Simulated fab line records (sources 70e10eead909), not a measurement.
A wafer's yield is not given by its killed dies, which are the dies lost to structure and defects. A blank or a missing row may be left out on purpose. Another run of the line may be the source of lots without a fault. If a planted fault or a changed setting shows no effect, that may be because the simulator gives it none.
8D (eight disciplines) problem report, filled in by code | flow nand-harc | the parts of the form that need people (team, actions taken, sign-off) are left out

== 1. PROBLEM STATEMENT ==
A mean of 47.9 s is read at NHARC_A_M1_CMP_23 for time-to-endpoint-s, taken on 1 wafer of 1 lot, against 28.2 s (standard deviation 3) on wafers free of any fault. That puts it +6.6 standard deviations away from the usual mean.
The step: polishes, t overpolish 20 s, target thk 154.34 nm.
Seen first at day 19 22:43 on cmp-04, wafer L427.1. At this step, 35 wafers from 12 lots have a number in the record. The rule behind "out" and "out of limits": a value lying over 4 standard deviations away from the usual mean. The other wafers with a number count as sound.

== 2. WHAT IT IS, AND WHAT IT ISN'T ==
question                    | is                 | is not
which readings at this step | time-to-endpoint-s | motor-current-A, slurry-flow-ml-min
which lots                  | L427               | L419, L420, L421, L422, L423, L424, L425, L426, L438, L439, L441
which wafers of those lots  | L427.1             | L427.3
read on which tools         | cmp-04             | cmp-02, cmp-03
when                        | from day 19 22:43  | up to then (25 sound wafers); but 9 sound wafers of L438, L439, L441 came after

== 3. SUSPECTS, AND WHAT RULES EACH OUT ==
Counting: if a tool at a process step up to the reading ran every lot that is out, it stays a suspect. Sound lots after the first of them don't rule it out here, since some wafers of a struck lot are sound.
- rie-diel-04 at NHARC_A_M1_ETCH_35 (etches the open film in N2/H2, target depth 40 nm, overetch 12 nm, time 43.94 s): kept. L427, the lot that is out, went through it at day 19 20:40; up to then, the latest sound lot through it was L425 at day 19 14:55.
- ecd-cu-02 at NHARC_A_M1_ECD_22 (material Cu, target thk 400 nm): kept. L427, the lot that is out, went through it at day 19 21:57; up to then, the latest sound lot through it was L426 at day 19 19:49.
- cmp-04 at NHARC_A_M1_CMP_23 (polishes, t overpolish 20 s, target thk 154.34 nm): kept. L427, the lot that is out, went through it at day 19 22:43; up to then, the latest sound lot through it was L425 at day 19 16:56. Its own time-to-endpoint-s readings are out on those wafers.
- Within rie-diel-04 at NHARC_A_M1_ETCH_35: the wafers that are out ran in chamber 3; their sound lot-mates ran in chamber 0.
- Within cmp-04 at NHARC_A_M1_CMP_23: the wafers that are out ran in chamber 0; their sound lot-mates ran in chamber 3.
rie-diel-04 at NHARC_A_M1_ETCH_35, ecd-cu-02 at NHARC_A_M1_ECD_22 and cmp-04 at NHARC_A_M1_CMP_23 are what is left after counting.

== 4. THE CAUSE (what the simulator had put in) ==
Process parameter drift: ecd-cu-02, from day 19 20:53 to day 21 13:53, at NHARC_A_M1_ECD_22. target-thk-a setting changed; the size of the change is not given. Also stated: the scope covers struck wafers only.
After counting, 3 suspects remain, this tool included.

== 5. THE EFFECT CHAIN, in route order ==
Each row: a reading where the mean over the struck wafers with a number is more than 3 standard deviations away from the usual. Only readings whose record carries a usual standard deviation are examined. hours: median over the lots of the time between each lot's start at the first step of this table that gives one and its start at this step. sigmas: the change, counted in usual standard deviations.
hours | step              | reading            | usual  | on struck wafers | change | sigmas
0     | NHARC_A_M1_CMP_23 | time-to-endpoint-s | 28.2 s | 47.9             | +19.7  | +6.6
Here are the process steps it includes:
- NHARC_A_M1_CMP_23: polishes, t overpolish 20 s, target thk 154.34 nm.

== 6. WHAT WOULD HAVE CAUGHT IT SOONER ==
In this record no reading fell out of limits until day 19 22:43, 2 hours after the fault had begun at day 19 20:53.
No tool reading at NHARC_A_M1_ECD_22 that has a usual standard deviation in the record was out on any struck wafer, so an alarm limit of 4 standard deviations on those readings would not have fired.
Each of the lots that are out, 1 in all, had begun NHARC_A_M1_ECD_22 on ecd-cu-02 no later than day 19 22:43. None of them would have been spared by holding the tool at that moment.
